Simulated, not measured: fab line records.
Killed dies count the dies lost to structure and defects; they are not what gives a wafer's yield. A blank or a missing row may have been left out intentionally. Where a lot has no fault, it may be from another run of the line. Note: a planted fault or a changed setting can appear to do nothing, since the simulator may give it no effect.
Code-filled problem report in 8D (eight disciplines) form | flow n5-finfet | the parts of the form that need people (team, actions taken, sign-off) are left out

== 1. WHAT IS WRONG ==
rf-fwd-power-W at N5_DUMMY_GATE_ETCH_37 reads a mean of 1030 W on 2 wafers of 2 lots; wafers without a fault read 830 W with a standard deviation of 3.5. Relative to the usual mean, that is a shift of +57 standard deviations.
The step: etches SOC in N2/H2, target depth 60 nm, overetch 30 nm.
First observed at day 7 00:40: wafer L785.2, on rie-diel-06. The record holds 27 wafers of 9 lots with a number at this step. The rule behind "out" and "out of limits": a value lying over 4 standard deviations away from the usual mean. Any other wafer with a number is counted as sound.

== 2. WHAT IT IS; WHAT IT IS NOT ==
question                    | is                       | is not
which readings at this step | rf-fwd-power-W, rf-vpp-V | drypump-motor-current-A, oes-product-au, showerhead-plenum-p-Torr, temp-c, throttle-valve-pct
which lots                  | L785, L787               | L770, L771, L773, L779, L790, L791, L792
which wafers of those lots  | L785.2, L787.3           | L785.3, L785.5, L787.5, L787.6
read on which tools         | rie-diel-06              | rie-diel-02, rie-diel-03
when                        | from day 7 00:40         | up to then (14 sound wafers); but 11 sound wafers of L787, L790, L791, L792 came after

== 3. THE SUSPECTS, EACH WITH WHAT RULES IT OUT ==
Counting: any tool at a process step up to the reading remains a suspect provided it ran every lot that is out. Sound lots after the first of them don't rule it out here, since some wafers of a struck lot are sound.
- rie-diel-06 at N5_DUMMY_GATE_ETCH_36 (etches SiARC in CF4, target depth 13 nm): kept. It processed each lot that is out (first: L785, day 7 00:38); up to then, its last sound lot is L779 (day 5 11:16).
- rie-diel-06 at N5_DUMMY_GATE_ETCH_37 (etches SOC in N2/H2, target depth 60 nm, overetch 30 nm): kept. It processed each lot that is out (first: L785, day 7 00:40); up to then, its last sound lot is L779 (day 5 11:19). Its own rf-fwd-power-W, rf-vpp-V readings are out on those wafers.
- Within rie-diel-06 at N5_DUMMY_GATE_ETCH_36: the wafers that are out ran in chamber 2; their sound lot-mates ran in chambers 0, 1, 3.
- Within rie-diel-06 at N5_DUMMY_GATE_ETCH_37: the wafers that are out ran in chamber 2; their sound lot-mates ran in chambers 0, 1, 3.
What counting leaves: rie-diel-06 at N5_DUMMY_GATE_ETCH_36 and rie-diel-06 at N5_DUMMY_GATE_ETCH_37.

== 4. THE CAUSE (what the simulator had put in) ==
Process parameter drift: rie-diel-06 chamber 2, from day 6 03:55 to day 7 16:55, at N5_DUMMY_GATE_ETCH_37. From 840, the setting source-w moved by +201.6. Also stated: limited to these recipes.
Counting left 2 suspects, and this tool is among them.

== 5. SEQUENCE OF EFFECTS, ordered by route ==
Each row: a reading where the mean over the struck wafers with a number is more than 3 standard deviations away from the usual. Only readings whose record carries a usual standard deviation are examined. hours: median over the lots of the time between each lot's start at the first step of this table that gives one and its start at this step. sigmas: the change, counted in usual standard deviations.
hours | step                  | reading        | usual   | on struck wafers | change | sigmas
0     | N5_DUMMY_GATE_ETCH_37 | rf-fwd-power-W | 830 W   | 1030             | +200   | +57
0     | N5_DUMMY_GATE_ETCH_37 | rf-vpp-V       | 524.8 V | 489.5            | -35.3  | -13
The process steps in it:
- N5_DUMMY_GATE_ETCH_37: etches SOC in N2/H2, target depth 60 nm, overetch 30 nm.
Later steps that measure or inspect, where all struck wafers having a row at the step show a number for every such reading and not one has moved that far: N5_BEOL_M4_RC_MEAS_101.

== 6. HOW IT WOULD HAVE BEEN CAUGHT EARLIER ==
21 hours passed between the start of the fault at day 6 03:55 and the first reading out of limits in this record, taken at day 7 00:40.
